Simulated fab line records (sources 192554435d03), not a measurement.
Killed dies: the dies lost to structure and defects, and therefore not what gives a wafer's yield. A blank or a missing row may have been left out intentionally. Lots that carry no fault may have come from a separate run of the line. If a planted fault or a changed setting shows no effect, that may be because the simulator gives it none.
fab line records    flow n5Finfet
[record] lots = 24  wafers = 72  lastDay = 18
route steps=1938 shown BEOL_M13@1690 BEOL_M14@1727
lots untouched by any fault: they come from a run of this same line in which no faults occurred
startH: hours from the record's first day to the start of the lot's first wafer shown    waitH: hours from the lot's prior step to this one    " repeats the value in the row above    L1.1+2: one row covering several wafers at once    - value missing, or start not given    * or withheld: withheld    < > ~ a bound
route shown NAME@n: a module of which the file shows steps, and the number in the route of the first    usual: average and standard deviation across the fault-free wafers    same: alike in all rows    chamber/n: place in a boat    sites: per-site readings    _std_site: their standard deviation    _edge_site: outer sites' mean less inner sites'    radiusMm: for every site, how far away it sits from the centre of the wafer    mask NAME#n: copy n    behind: the most recent tool/chamber to have shaped the wafer    hold: reason for holding the lot/hours on hold/outcome of the hold    device: names the non-switching transistor (n, p or np)    end of line: the same wafers' tests at the end of the route    a step with no rows: only its recipe    killed: at the first sort, the dies lost to defects and structure; wafer yield is something else    map: dies across one wafer; x = killed, . = not, _ = none there
set.NAME: the setting the step ran with; set.NAME@STEP: the setting that earlier step ran with    model.NAME: the simulator's own value behind a step, which no gauge read
a sample of lots followed through the steps of the route, with each step as a table and each wafer as a row
services: when a tool's chamber went out of use (startH, in hours from the record's first day, below 0 if earlier), for how many hours, and the reason
[[steps]]
[step N5_BEOL_M13_OVL_MEAS_29]
[recipe] pointsPerWafer = 44
[usual] M13_OVL = 1/5
lot.wafer  tool        chamber  startH  waitH  M13_OVL[nm]
L074.2     overlay-01  0        243.21  0.0    -5
L074.3     "           0        "       "      -13
L074.4     "           0        "       "      -6
L075.1     overlay-01  0        244.24  0.0    -1
L075.4     "           0        "       "      1
L075.6     "           0        "       "      -5
L077.2     overlay-01  0        246.96  0.0    -2
L077.4     "           0        "       "      4
L077.5     "           0        "       "      -1
L076.2     overlay-02  0        250.07  0.0    1
L076.3     "           0        "       "      4
L076.5     "           0        "       "      0
L078.2     overlay-02  0        277.21  0.0    7
L078.5     "           0        "       "      13
L078.6     "           0        "       "      4
L079.2     overlay-01  0        277.90  0.0    3
L079.4     "           0        "       "      5
L079.6     "           0        "       "      1
L081.3     overlay-02  0        282.52  0.0    4
L081.5     "           0        "       "      10
L081.6     "           0        "       "      7
L082.1     overlay-02  0        291.03  0.0    -5
L082.2     "           0        "       "      -6
L082.3     "           0        "       "      4
L080.4     overlay-01  0        300.00  0.0    5
L080.5     "           0        "       "      0
L080.6     "           0        "       "      2
L083.1     overlay-01  0        302.63  0.0    -4
L083.3     "           0        "       "      -3
L083.4     "           0        "       "      -1
L086.1     overlay-01  0        308.27  0.0    1
L086.2     "           0        "       "      1
L086.4     "           0        "       "      3
L085.2     overlay-01  0        311.83  0.0    1
L085.4     "           0        "       "      -3
L085.6     "           0        "       "      4
L084.3     overlay-02  0        313.69  0.0    8
L084.4     "           0        "       "      6
L084.6     "           0        "       "      9
L087.1     overlay-01  0        318.35  0.0    5
L087.3     "           0        "       "      -2
L087.6     "           0        "       "      6
L088.2     overlay-02  0        320.02  0.0    0
L088.3     "           0        "       "      6
L088.6     "           0        "       "      -1
L089.1     overlay-01  0        332.35  0.0    10
L089.2     "           0        "       "      5
L089.3     "           0        "       "      3
L090.1     overlay-02  0        334.39  0.0    -4
L090.2     "           0        "       "      -4
L090.3     "           0        "       "      -2
L092.4     overlay-01  0        340.95  0.0    -2
L092.5     "           0        "       "      -9
L092.6     "           0        "       "      -6
L091.1     overlay-01  0        349.66  0.0    6
L091.2     "           0        "       "      6
L091.6     "           0        "       "      -1
L093.1     overlay-01  0        351.44  0.0    -3
L093.5     "           0        "       "      0
L093.6     "           0        "       "      -6
L094.3     overlay-02  0        361.01  0.0    1
L094.4     "           0        "       "      -4
L094.6     "           0        "       "      -6
L095.2     overlay-02  0        365.16  0.0    3
L095.3     "           0        "       "      8
L095.6     "           0        "       "      6
L096.1     overlay-01  0        378.62  0.0    0
L096.4     "           0        "       "      5
L096.6     "           0        "       "      4
L097.1     overlay-02  0        396.88  0.0    0
L097.2     "           0        "       "      4
L097.4     "           0        "       "      1
[step N5_BEOL_M13_ETCH_68]
[recipe] chemistry = N2/H2  target = SOC  maskMaterial = SiARC  sourceW = 3000  biasW = 350  tempC = 40  timeS = 355  ionEnergyEv = 200  pressureMtorr = 30  n2FlowSccm = 200  h2FlowSccm = 200
[usual] biasW = 350.1/1.1  drypumpMotorCurrentA = 5.61/0.29  oesProductAu = 0.80/0.089  rfVppV = 524.3/1.7  showerheadPlenumPTorr = 2.56/0.056  tempC = 40.01/0.11  throttleValvePct = 17.78/0.23
lot.wafer  tool        chamber  startH  waitH  biasW  drypumpMotorCurrentA  oesProductAu  rfHoursCounterH  rfVppV  showerheadPlenumPTorr  tempC  throttleValvePct
L074.2     rieDiel-01  2        243.70  0.1    349.0  5.26                  0.66          252              521.9   2.50                   40.03  17.80
L074.3     "           3        "       "      348.9  5.77                  0.72          219              524.6   2.62                   40.11  17.59
L074.4     "           2        "       "      350.5  5.26                  0.65          -                522.4   2.50                   40.06  17.84
L075.1     rieDiel-06  0        244.54  0.1    351.6  5.82                  0.71          195              527.0   2.63                   40.05  17.92
L075.4     "           3        "       "      350.7  5.33                  0.82          99               521.8   2.47                   40.05  17.93
L075.6     "           0        "       "      351.6  5.82                  0.71          -                526.8   2.63                   40.01  17.93
L077.2     rieDiel-05  1        247.34  0.1    350.2  5.28                  0.79          107              525.9   2.58                   40.04  17.66
L077.4     "           0        "       "      348.2  6.03                  0.73          186              526.8   2.64                   39.97  17.76
L077.5     "           2        "       "      351.4  5.55                  0.82          -                525.0   2.59                   40.00  17.95
L076.2     rieDiel-01  0        250.30  0.1    348.4  6.13                  0.85          38               524.7   2.60                   40.11  17.94
L076.3     "           2        "       "      349.5  5.27                  0.66          255              522.0   2.50                   40.15  17.81
L076.5     "           0        "       "      349.3  6.12                  0.86          -                525.0   2.60                   39.97  17.92
L078.2     rieDiel-01  0        277.45  0.1    350.2  6.09                  0.84          50               525.1   2.60                   39.96  17.95
L078.5     "           0        "       "      348.9  6.09                  0.83          -                525.5   2.60                   39.93  17.97
L078.6     "           1        "       "      350.6  5.96                  0.96          -                526.4   2.62                   40.05  17.94
L079.2     rieDiel-05  2        278.14  0.1    348.1  5.58                  0.80          81               525.4   2.58                   40.18  17.95
L079.4     "           1        "       "      348.6  5.25                  0.78          115              522.5   2.57                   40.32  17.70
L079.6     "           1        "       "      351.0  5.27                  0.77          -                525.2   2.57                   40.19  17.70
L081.3     rieDiel-06  1        282.76  0.1    351.9  5.29                  0.90          25               525.4   2.59                   40.05  17.28
L081.5     "           2        "       "      349.6  5.55                  0.69          -                522.8   2.52                   40.02  17.95
L081.6     "           3        "       "      350.7  5.28                  0.81          -                522.4   2.47                   39.88  17.95
L082.1     rieDiel-06  1        291.77  0.1    349.9  5.31                  0.89          28               526.1   2.59                   39.86  17.30
L082.2     "           3        "       "      349.6  5.28                  0.80          112              521.6   2.47                   40.12  17.97
L082.3     "           0        "       "      351.0  5.82                  0.71          207              526.6   2.63                   40.16  17.96
L080.4     rieDiel-01  3        300.27  0.1    350.9  5.74                  0.71          240              524.9   2.61                   40.19  17.61
L080.5     "           0        "       "      347.8  6.08                  0.83          -                525.0   2.59                   39.84  17.97
L080.6     "           3        "       "      350.9  5.76                  0.71          -                525.2   2.61                   40.20  17.62
L083.1     rieDiel-06  0        302.87  0.1    350.4  5.83                  0.70          211              525.9   2.62                   40.06  17.96
L083.3     "           3        "       "      349.9  5.32                  0.80          114              521.2   2.47                   39.92  17.95
L083.4     "           1        "       "      351.0  5.29                  0.89          32               523.5   2.58                   40.12  17.31
L086.1     rieDiel-01  1        308.51  0.1    351.1  5.98                  0.92          19               525.4   2.61                   39.87  17.97
L086.2     "           3        "       "      350.3  5.75                  0.72          242              527.3   2.61                   39.92  17.64
L086.4     "           2        "       "      350.9  5.26                  0.94          10               521.3   2.50                   39.96  17.51
L085.2     rieDiel-06  1        312.07  0.1    351.2  5.30                  0.88          34               525.2   2.58                   40.20  17.31
L085.4     "           3        "       "      350.5  5.32                  0.79          117              521.9   2.47                   40.07  17.96
L085.6     "           0        "       "      351.8  5.82                  0.71          -                526.1   2.62                   39.94  17.97
L084.3     rieDiel-05  1        313.92  0.1    350.5  5.32                  0.76          128              524.8   2.57                   40.22  17.71
L084.4     "           2        "       "      349.7  5.55                  0.79          94               524.3   2.58                   40.13  17.99
L084.6     "           3        "       "      350.2  5.55                  0.97          -                524.3   2.48                   40.01  17.47
L087.1     rieDiel-01  2        318.76  0.1    350.8  5.27                  0.93          15               522.1   2.49                   40.29  17.51
L087.3     "           1        "       "      348.7  5.96                  0.91          23               524.4   2.61                   39.94  17.96
L087.6     "           3        "       "      348.1  5.79                  0.70          -                525.8   2.61                   39.95  17.64
L088.2     rieDiel-05  0        320.30  0.1    350.2  6.02                  0.72          209              526.9   2.63                   40.03  17.81
L088.3     "           3        "       "      348.7  5.56                  0.96          2                523.4   2.48                   39.91  17.45
L088.6     "           0        "       "      350.4  6.04                  0.71          -                527.4   2.63                   40.00  17.80
L089.1     rieDiel-05  2        332.72  0.1    349.3  5.56                  0.79          100              523.2   2.58                   39.90  18.00
L089.2     "           3        "       "      349.2  5.53                  0.95          7                522.6   2.48                   39.96  17.46
L089.3     "           1        "       "      348.0  5.27                  0.76          135              525.0   2.57                   40.04  17.72
L090.1     rieDiel-01  0        335.40  0.1    350.5  6.09                  0.81          70               525.8   2.59                   39.92  17.98
L090.2     "           1        "       "      351.6  5.96                  0.90          29               526.3   2.61                   39.98  17.98
L090.3     "           2        "       "      349.0  5.29                  0.92          21               522.8   2.49                   39.95  17.51
L092.4     rieDiel-05  3        342.24  0.1    351.2  5.54                  0.93          10               523.3   2.48                   40.07  17.46
L092.5     "           3        "       "      349.7  5.55                  0.94          -                522.2   2.48                   39.93  17.48
L092.6     "           2        "       "      350.1  5.60                  0.80          -                523.4   2.58                   39.90  17.99
L091.1     rieDiel-06  2        349.90  0.1    349.4  5.56                  0.68          238              521.9   2.51                   40.16  17.97
L091.2     "           0        "       "      348.8  5.84                  0.70          221              526.2   2.62                   40.30  17.97
L091.6     "           3        "       "      349.5  5.35                  0.79          -                521.6   2.46                   39.93  17.98
L093.1     rieDiel-05  3        352.13  0.1    350.7  5.54                  0.93          14               522.2   2.48                   40.20  17.47
L093.5     "           2        "       "      350.7  5.56                  0.77          -                523.9   2.57                   40.05  18.00
L093.6     "           3        "       "      351.3  5.55                  0.92          -                522.7   2.48                   40.03  17.46
L094.3     rieDiel-05  1        361.60  0.1    350.9  5.24                  0.76          145              523.4   2.56                   40.03  17.75
L094.4     "           2        "       "      350.7  5.56                  0.78          110              524.6   2.57                   39.95  18.01
L094.6     "           2        "       "      351.1  5.56                  0.79          -                524.6   2.57                   39.90  18.01
L095.2     rieDiel-05  1        365.48  0.1    350.1  5.28                  0.75          146              523.5   2.56                   39.87  17.75
L095.3     "           2        "       "      348.9  5.58                  0.78          112              525.0   2.57                   39.77  18.02
L095.6     "           2        "       "      349.3  5.57                  0.77          -                523.1   2.57                   39.83  18.02
L096.1     rieDiel-06  1        378.86  0.1    350.3  5.29                  0.85          53               524.2   2.57                   39.96  17.34
L096.4     "           0        "       "      349.4  5.85                  0.69          226              524.4   2.62                   39.93  17.98
L096.6     "           2        "       "      348.8  5.57                  0.67          -                522.1   2.51                   40.00  17.98
L097.1     rieDiel-06  3        397.12  0.1    351.7  5.34                  0.77          138              521.4   2.46                   39.68  18.01
L097.2     "           1        "       "      349.9  5.30                  0.84          59               524.9   2.57                   40.02  17.36
L097.4     "           1        "       "      351.6  5.29                  0.84          -                525.0   2.57                   39.96  17.36
[step N5_BEOL_M13_ANNEAL_48]
[recipe] tempC = 225  timeS = 90  ambient = N2
[usual] annealTempCMax = 226.0/0.34  wafer_temp_C_max = 225.77/0.22
lot.wafer  tool          chamber  startH  waitH  annealTempCMax  wafer_temp_C_max
L074.2     rtpAnneal-01  0        248.11  0.4    226.1           226.12
L074.3     "             0        "       "      225.8           225.76
L074.4     "             0        "       "      225.8           225.70
L075.1     rtpAnneal-02  0        248.25  0.1    226.3           225.76
L075.4     "             0        "       "      226.3           225.76
L075.6     "             0        "       "      226.5           225.69
L077.2     rtpAnneal-01  0        253.64  0.4    225.5           225.58
L077.4     "             0        "       "      225.4           225.71
L077.5     "             0        "       "      225.7           225.85
L076.2     rtpAnneal-02  0        253.67  0.4    226.3           225.79
L076.3     "             0        "       "      226.2           226.21
L076.5     "             0        "       "      226.0           225.57
L078.2     rtpAnneal-01  0        279.47  0.2    225.5           226.13
L078.5     "             0        "       "      225.6           225.62
L078.6     "             0        "       "      225.6           225.92
L079.2     rtpAnneal-02  0        279.56  0.2    226.3           225.83
L079.4     "             0        "       "      226.4           225.57
L079.6     "             0        "       "      226.1           225.57
L081.3     rtpAnneal-01  0        286.07  0.2    225.8           225.98
L081.5     "             0        "       "      225.8           225.96
L081.6     "             0        "       "      225.9           225.73
L082.1     rtpAnneal-01  0        294.91  0.1    225.6           225.41
L082.2     "             0        "       "      225.9           225.96
L082.3     "             0        "       "      225.6           225.52
L080.4     rtpAnneal-02  0        302.87  0.2    226.0           225.89
L080.5     "             0        "       "      226.0           225.66
L080.6     "             0        "       "      225.9           225.47
L083.1     rtpAnneal-02  0        305.94  0.1    226.6           226.06
L083.3     "             0        "       "      226.2           225.95
L083.4     "             0        "       "      225.9           225.91
L086.1     rtpAnneal-02  0        310.69  0.8    226.3           225.80
L086.2     "             0        "       "      226.1           225.78
L086.4     "             0        "       "      226.6           225.84
L085.2     rtpAnneal-02  0        315.45  0.2    226.8           225.60
L085.4     "             0        "       "      226.5           225.70
L085.6     "             0        "       "      225.9           225.87
L084.3     rtpAnneal-02  0        316.65  0.2    226.3           226.17
L084.4     "             0        "       "      226.5           225.82
L084.6     "             0        "       "      226.5           225.86
L087.1     rtpAnneal-02  0        322.68  0.9    225.9           225.53
L087.3     "             0        "       "      226.3           225.89
L087.6     "             0        "       "      226.2           225.83
L088.2     rtpAnneal-01  0        322.98  0.8    225.8           225.55
L088.3     "             0        "       "      225.7           225.67
L088.6     "             0        "       "      225.7           225.74
L089.1     rtpAnneal-02  0        335.54  0.1    225.9           225.85
L089.2     "             0        "       "      226.2           225.63
L089.3     "             0        "       "      226.4           225.50
L090.1     rtpAnneal-01  0        338.88  0.3    225.8           225.83
L090.2     "             0        "       "      225.7           225.34
L090.3     "             0        "       "      225.7           225.55
L092.4     rtpAnneal-01  0        344.66  0.2    225.2           225.80
L092.5     "             0        "       "      225.7           225.27
L092.6     "             0        "       "      225.6           226.13
L091.1     rtpAnneal-01  0        352.82  0.1    225.7           225.42
L091.2     "             0        "       "      225.6           225.68
L091.6     "             0        "       "      226.0           225.77
L093.1     rtpAnneal-02  0        356.63  0.1    226.3           225.80
L093.5     "             0        "       "      226.4           225.77
L093.6     "             0        "       "      225.7           225.88
L094.3     rtpAnneal-02  0        366.32  0.2    227.0           225.85
L094.4     "             0        "       "      226.9           226.32
L094.6     "             0        "       "      226.5           225.89
L095.2     rtpAnneal-01  0        367.59  0.4    225.7           225.65
L095.3     "             0        "       "      225.8           225.62
L095.6     "             0        "       "      225.7           225.71
L096.1     rtpAnneal-01  0        381.65  0.2    225.9           226.11
L096.4     "             0        "       "      225.4           225.40
L096.6     "             0        "       "      226.3           225.55
L097.1     rtpAnneal-01  0        401.39  0.1    225.7           225.89
L097.2     "             0        "       "      225.6           225.73
L097.4     "             0        "       "      225.4           225.83
[step N5_BEOL_M13_INSPECT_55]
[recipe] inspectInstrument = darkfield  mode = postDep
[usual] rawDefectCount = 74/23
lot.wafer  tool              chamber  startH  waitH  rawDefectCount
L074.2     defectInspect-01  -        248.81  0.0    82
L074.3     "                 -        "       "      84
L074.4     "                 -        "       "      66
L075.1     defectInspect-02  -        249.00  0.0    54
L075.4     "                 -        "       "      43
L075.6     "                 -        "       "      57
L076.2     defectInspect-01  -        254.37  0.0    48
L076.3     "                 -        "       "      100
L076.5     "                 -        "       "      72
L077.2     defectInspect-01  -        254.67  0.0    48
L077.4     "                 -        "       "      57
L077.5     "                 -        "       "      43
L078.2     defectInspect-02  -        280.17  0.0    48
L078.5     "                 -        "       "      85
L078.6     "                 -        "       "      82
L079.2     defectInspect-02  -        280.26  0.0    51
L079.4     "                 -        "       "      80
L079.6     "                 -        "       "      40
L081.3     defectInspect-01  -        286.72  0.0    55
L081.5     "                 -        "       "      65
L081.6     "                 -        "       "      99
L082.1     defectInspect-02  -        295.86  0.0    84
L082.2     "                 -        "       "      102
L082.3     "                 -        "       "      78
L080.4     defectInspect-01  -        303.49  0.0    85
L080.5     "                 -        "       "      84
L080.6     "                 -        "       "      95
L083.1     defectInspect-01  -        306.68  0.0    66
L083.3     "                 -        "       "      48
L083.4     "                 -        "       "      64
L086.1     defectInspect-01  -        311.45  0.0    47
L086.2     "                 -        "       "      84
L086.4     "                 -        "       "      66
L085.2     defectInspect-02  -        316.15  0.0    83
L085.4     "                 -        "       "      120
L085.6     "                 -        "       "      59
L084.3     defectInspect-01  -        317.31  0.0    84
L084.4     "                 -        "       "      129
L084.6     "                 -        "       "      138
L087.1     defectInspect-01  -        323.46  0.0    100
L087.3     "                 -        "       "      81
L087.6     "                 -        "       "      73
L088.2     defectInspect-01  -        323.68  0.0    51
L088.3     "                 -        "       "      64
L088.6     "                 -        "       "      51
L089.1     defectInspect-02  -        336.29  0.0    83
L089.2     "                 -        "       "      134
L089.3     "                 -        "       "      50
L090.1     defectInspect-02  -        339.64  0.0    77
L090.2     "                 -        "       "      70
L090.3     "                 -        "       "      74
L092.4     defectInspect-02  -        345.32  0.0    123
L092.5     "                 -        "       "      87
L092.6     "                 -        "       "      66
L091.1     defectInspect-01  -        353.57  0.0    36
L091.2     "                 -        "       "      44
L091.6     "                 -        "       "      84
L093.1     defectInspect-02  -        357.40  0.0    98
L093.5     "                 -        "       "      67
L093.6     "                 -        "       "      99
L094.3     defectInspect-01  -        367.01  0.0    45
L094.4     "                 -        "       "      67
L094.6     "                 -        "       "      68
L095.2     defectInspect-02  -        368.31  0.0    41
L095.3     "                 -        "       "      57
L095.6     "                 -        "       "      83
L096.1     defectInspect-02  -        382.40  0.0    87
L096.4     "                 -        "       "      106
L096.6     "                 -        "       "      84
L097.1     defectInspect-01  -        402.17  0.0    84
L097.2     "                 -        "       "      103
L097.4     "                 -        "       "      85
[step N5_BEOL_M14_OVL_MEAS_11]
[recipe] pointsPerWafer = 44
[usual] V13_OVL = -2/5.6
lot.wafer  tool        chamber  startH  waitH  V13_OVL[nm]
L074.2     overlay-02  0        249.37  0.0    -4
L074.3     "           0        "       "      -9
L074.4     "           0        "       "      -6
L075.1     overlay-02  0        249.77  0.0    -4
L075.4     "           0        "       "      -6
L075.6     "           0        "       "      -9
L076.2     overlay-01  0        255.07  0.0    -2
L076.3     "           0        "       "      6
L076.5     "           0        "       "      2
L077.2     overlay-01  0        255.35  0.0    -9
L077.4     "           0        "       "      -10
L077.5     "           0        "       "      1
L078.2     overlay-01  0        280.73  0.0    -4
L078.5     "           0        "       "      -7
L078.6     "           0        "       "      -1
L079.2     overlay-01  0        280.95  0.0    6
L079.4     "           0        "       "      10
L079.6     "           0        "       "      -1
L081.3     overlay-01  0        287.29  0.0    -11
L081.5     "           0        "       "      -3
L081.6     "           0        "       "      4
L082.1     overlay-02  0        296.43  0.0    -1
L082.2     "           0        "       "      -4
L082.3     "           0        "       "      -2
L080.4     overlay-01  0        304.05  0.0    -12
L080.5     "           0        "       "      -1
L080.6     "           0        "       "      -1
L083.1     overlay-02  0        307.25  0.0    -2
L083.3     "           0        "       "      -2
L083.4     "           0        "       "      -7
L086.1     overlay-02  0        312.14  0.0    -8
L086.2     "           0        "       "      -7
L086.4     "           0        "       "      -7
L085.2     overlay-01  0        316.71  0.0    3
L085.4     "           0        "       "      -6
L085.6     "           0        "       "      -1
L084.3     overlay-01  0        317.89  0.0    -10
L084.4     "           0        "       "      -1
L084.6     "           0        "       "      -3
L087.1     overlay-01  0        324.15  0.0    10
L087.3     "           0        "       "      4
L087.6     "           0        "       "      0
L088.2     overlay-02  0        324.25  0.0    0
L088.3     "           0        "       "      -9
L088.6     "           0        "       "      1
L089.1     overlay-01  0        336.85  0.0    2
L089.2     "           0        "       "      6
L089.3     "           0        "       "      -8
L090.1     overlay-02  0        340.20  0.0    2
L090.2     "           0        "       "      9
L090.3     "           0        "       "      3
L092.4     overlay-01  0        345.88  0.0    3
L092.5     "           0        "       "      -10
L092.6     "           0        "       "      4
L091.1     overlay-02  0        354.26  0.0    -14
L091.2     "           0        "       "      -10
L091.6     "           0        "       "      -7
L093.1     overlay-02  0        358.10  0.0    3
L093.5     "           0        "       "      5
L093.6     "           0        "       "      -2
L094.3     overlay-01  0        367.57  0.0    -1
L094.4     "           0        "       "      -4
L094.6     "           0        "       "      -4
L095.2     overlay-02  0        368.87  0.0    -1
L095.3     "           0        "       "      0
L095.6     "           0        "       "      -5
L096.1     overlay-01  0        383.09  0.0    5
L096.4     "           0        "       "      4
L096.6     "           0        "       "      10
L097.1     overlay-01  0        402.73  0.0    -5
L097.2     "           0        "       "      -3
L097.4     "           0        "       "      2
[step N5_BEOL_M14_STRIP_64]
[recipe] chemistry = O2  powerW = 600  tempC = 60  pressureMtorr = 30  rfFrequencyHz = 6e+07  biasPowerW = 0  overashFraction = 0.3  o2FlowSccm = 225
[usual] drypumpMotorCurrentA = 5.6/0.5  oesProductAu = 0.83/0.071  rfVppV = 3.6/0.5  showerheadPlenumPTorr = 2.08/0.069  tempC = 60.01/0.12  throttleValvePct = 16.59/0.24
[same] overashFraction = 0.3
lot.wafer  tool        chamber  startH  waitH  drypumpMotorCurrentA  oesProductAu  rfHoursCounterH  rfVppV  showerheadPlenumPTorr  tempC  throttleValvePct
L074.2     rieDiel-02  0        -       -      5.1                   0.68          244              2.9     1.97                   60.11  17.14
L074.3     "           3        "       "      5.3                   0.88          55               3.7     2.23                   59.92  16.52
L074.4     "           1        "       "      6.4                   0.93          23               3.9     2.05                   59.92  16.10
L075.1     rieDiel-03  1        -       -      5.3                   0.80          98               4.1     2.05                   60.06  16.53
L075.4     "           0        "       "      6.1                   0.86          48               3.0     2.06                   59.97  16.92
L075.6     "           0        "       "      6.1                   0.86          -                2.7     2.06                   60.01  16.93
L076.2     rieDiel-04  1        -       -      6.0                   0.71          230              5.1     2.16                   59.96  17.09
L076.3     "           2        "       "      5.1                   0.88          40               4.4     2.06                   59.92  16.54
L076.5     "           3        "       "      6.1                   0.88          -                2.9     2.05                   60.13  16.36
L077.2     rieDiel-02  1        -       -      6.4                   0.92          26               4.1     2.05                   60.00  16.10
L077.4     "           2        "       "      5.1                   0.83          87               3.3     2.04                   59.89  16.60
L077.5     "           0        "       "      5.1                   0.68          -                3.6     1.97                   59.89  17.15
L078.2     rieDiel-03  0        -       -      6.1                   0.84          61               3.8     2.05                   60.10  16.95
L078.5     "           2        "       "      5.9                   0.94          -                2.8     2.07                   59.97  16.43
L078.6     "           1        "       "      5.3                   0.77          -                4.7     2.05                   60.20  16.56
L079.2     rieDiel-04  2        -       -      5.1                   0.87          52               3.3     2.06                   60.09  16.59
L079.4     "           1        "       "      6.0                   0.70          241              3.7     2.15                   59.88  17.13
L079.6     "           3        "       "      6.2                   0.85          -                3.2     2.05                   59.73  16.39
L081.3     rieDiel-02  2        -       -      5.1                   0.81          100              3.4     2.03                   60.02  16.63
L081.5     "           2        "       "      5.1                   0.80          -                3.3     2.03                   60.03  16.63
L081.6     "           1        "       "      6.4                   0.89          -                3.8     2.05                   60.24  16.11
L082.1     rieDiel-02  0        -       -      5.1                   0.95          3                4.7     2.22                   60.21  16.63
L082.2     "           2        "       "      5.2                   0.79          104              3.7     2.03                   60.17  16.63
L082.3     "           3        "       "      5.3                   0.85          70               5.0     2.22                   60.04  16.56
L080.4     rieDiel-04  1        -       -      6.0                   0.69          250              3.7     2.15                   60.14  17.13
L080.5     "           1        "       "      6.0                   0.70          -                4.4     2.15                   60.12  17.14
L080.6     "           0        "       "      5.0                   0.89          -                3.6     2.03                   59.80  16.43
L083.1     rieDiel-04  3        -       -      6.1                   0.84          50               3.3     2.05                   60.11  16.41
L083.3     "           2        "       "      5.1                   0.85          61               3.7     2.05                   59.86  16.60
L083.4     "           0        "       "      5.0                   0.89          -                3.1     2.03                   60.12  16.44
L086.1     rieDiel-04  3        -       -      6.1                   0.84          54               3.7     2.05                   60.00  16.40
L086.2     "           0        "       "      5.0                   0.88          32               3.2     2.03                   59.73  16.45
L086.4     "           0        "       "      5.0                   0.89          -                3.7     2.03                   59.83  16.45
L085.2     rieDiel-03  3        -       -      5.2                   0.70          202              4.2     2.14                   59.86  16.71
L085.4     "           0        "       "      6.1                   0.83          75               3.6     2.05                   60.20  16.98
L085.6     "           2        "       "      5.9                   0.91          -                3.5     2.07                   60.11  16.45
L084.3     rieDiel-02  1        -       -      6.4                   0.87          50               3.3     2.04                   59.80  16.14
L084.4     "           2        "       "      5.2                   0.80          112              3.8     2.03                   59.81  16.66
L084.6     "           1        "       "      6.4                   0.88          -                3.4     2.04                   59.85  16.15
L087.1     rieDiel-03  0        -       -      6.1                   0.82          78               3.5     2.04                   60.01  16.98
L087.3     "           3        "       "      5.1                   0.69          204              3.6     2.14                   60.04  16.71
L087.6     "           2        "       "      5.9                   0.89          -                3.9     2.07                   60.09  16.46
L088.2     rieDiel-02  1        -       -      6.4                   0.87          53               3.7     2.04                   59.95  16.13
L088.3     "           3        "       "      5.3                   0.84          80               3.9     2.22                   60.19  16.56
L088.6     "           3        "       "      5.3                   0.84          -                4.0     2.22                   60.09  16.56
L089.1     rieDiel-02  0        -       -      5.1                   0.90          13               3.7     2.22                   60.10  16.66
L089.2     "           2        "       "      5.2                   0.79          119              4.7     2.03                   59.97  16.68
L089.3     "           3        "       "      5.3                   0.84          84               3.1     2.21                   59.77  16.58
L090.1     rieDiel-03  1        -       -      5.3                   0.75          134              3.2     2.04                   60.07  16.61
L090.2     "           3        "       "      5.2                   0.68          210              4.0     2.14                   60.11  16.73
L090.3     "           0        "       "      6.1                   0.81          85               4.4     2.04                   60.11  16.99
L092.4     rieDiel-04  1        -       -      6.0                   0.96          7                2.6     2.15                   60.09  16.60
L092.5     "           0        "       "      5.0                   0.85          -                3.3     2.03                   59.95  16.48
L092.6     "           3        "       "      6.2                   0.82          -                3.6     2.04                   59.90  16.42
L091.1     rieDiel-03  1        -       -      5.3                   0.75          138              3.1     2.04                   59.91  16.61
L091.2     "           2        "       "      5.9                   0.89          31               4.1     2.06                   60.11  16.46
L091.6     "           0        "       "      6.1                   0.81          -                3.3     2.04                   59.92  17.01
L093.1     rieDiel-02  2        -       -      5.2                   0.78          127              3.0     2.03                   59.99  16.69
L093.5     "           0        "       "      5.1                   0.89          -                3.4     2.22                   59.95  16.68
L093.6     "           3        "       "      5.3                   0.83          -                3.6     2.21                   59.92  16.60
L094.3     rieDiel-04  1        -       -      6.0                   0.94          14               3.4     2.14                   59.95  16.62
L094.4     "           2        "       "      5.1                   0.84          83               3.5     2.04                   60.13  16.62
L094.6     "           0        "       "      5.0                   0.84          -                3.4     2.02                   59.99  16.49
L095.2     rieDiel-03  3        -       -      5.1                   0.68          219              3.8     2.14                   60.01  16.73
L095.3     "           2        "       "      5.9                   0.87          35               3.9     2.06                   60.09  16.48
L095.6     "           0        "       "      6.1                   0.80          -                2.5     2.04                   59.92  17.01
L096.1     rieDiel-04  2        -       -      5.1                   0.82          88               3.1     2.04                   59.86  16.64
L096.4     "           0        "       "      5.0                   0.84          59               4.0     2.02                   59.85  16.51
L096.6     "           3        "       "      6.1                   0.82          -                4.5     2.04                   60.10  16.45
L097.1     rieDiel-03  0        -       -      6.1                   0.79          108              3.8     2.03                   59.93  17.04
L097.2     "           3        "       "      5.2                   0.67          233              3.6     2.13                   60.04  16.77
L097.4     "           1        "       "      5.3                   0.75          145              4.0     2.03                   59.83  16.64
[[services]]
tool        chamber  startH  hours  kind
rieDiel-03  0        222.41  3.9    repair
rieDiel-04  0        244.97  22.3   repair
rieDiel-03  2        251.38  -      clean
rieDiel-03  2        251.38  -      consumableReplace:focusRing
rieDiel-02  0        267.08  -      clean
rieDiel-02  0        267.08  -      consumableReplace:focusRing
rieDiel-02  0        267.08  -      consumableReplace:showerhead
rieDiel-02  0        267.08  22.5   scheduledDown
rieDiel-02  0        267.08  22.5   ventCycle
rieDiel-06  0        274.36  3.1    repair
rieDiel-02  3        277.74  6.1    repair
rieDiel-06  3        294.02  4.3    repair
rieDiel-05  3        300.48  -      clean
rieDiel-05  3        300.48  -      consumableReplace:focusRing
rieDiel-05  3        300.48  12.2   scheduledDown
rieDiel-05  3        300.48  12.2   ventCycle
rieDiel-04  1        305.74  -      clean
rieDiel-04  1        305.74  -      consumableReplace:focusRing
rieDiel-02  -        307.01  4.3    pm
rieDiel-02  0        321.23  8.0    repair
rieDiel-06  -        331.77  14.6   pm
rieDiel-03  3        348.19  4.0    repair
rieDiel-03  1        368.65  27.6   repair
rieDiel-02  3        373.97  29.1   repair
[[key]]
fault none
